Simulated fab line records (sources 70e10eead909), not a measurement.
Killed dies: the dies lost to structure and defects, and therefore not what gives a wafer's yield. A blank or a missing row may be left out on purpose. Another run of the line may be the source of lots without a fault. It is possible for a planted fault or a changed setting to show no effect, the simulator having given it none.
Chamber matching | flow nand-harc | 4 sister chambers for NHARC_A_WL_FILL_STRIP_29 on rie-diel-07
The step strips in O2, time 20 s. 4 wafers are shown with their chamber, then 8 later ones without.

## WAFERS, EACH WITH ITS CHAMBER
wafer  | chamber | showerhead-plenum-p-Torr (Torr)
L081.3 | 0       | 3.54
L081.5 | 1       | 3.75
L081.6 | 2       | 3.59
L083.2 | 3       | 3.42

## WAFERS WITH NO CHAMBER GIVEN
wafer  | showerhead-plenum-p-Torr (Torr)
L083.3 | 3.54
L083.4 | 3.60
L084.1 | 3.53
L084.5 | 3.53
L084.6 | 3.75
L096.1 | 3.53
L096.2 | 3.75
L096.4 | 3.59

## THE CHAMBER EACH PASSED THROUGH
wafer  | from the rows above | in truth
L083.3 | 0                   | 0
L083.4 | 2                   | 2
L084.1 | 0                   | 0
L084.5 | 0                   | 0
L084.6 | 1                   | 1
L096.1 | 0                   | 0
L096.2 | 1                   | 1
L096.4 | 2                   | 2
8 of 8 placed correctly. From these rows, 0 cannot be placed. Number placed wrongly: 0.
How it was worked out, from the rows above alone: a wafer's distance from a chamber is the root of the sum, over the readings, of the square of ((its reading less the chamber's mean) divided by the reading's scatter). If the next closest chamber is less than 2 further off than the closest, the wafer can't be placed; otherwise it belongs to the closest. For every chamber, the mean is computed from those of its wafers that are shown. The scatter (one wafer shown for each chamber): square how far every hidden wafer sits from the nearest shown wafer, average those squares and take the square root.
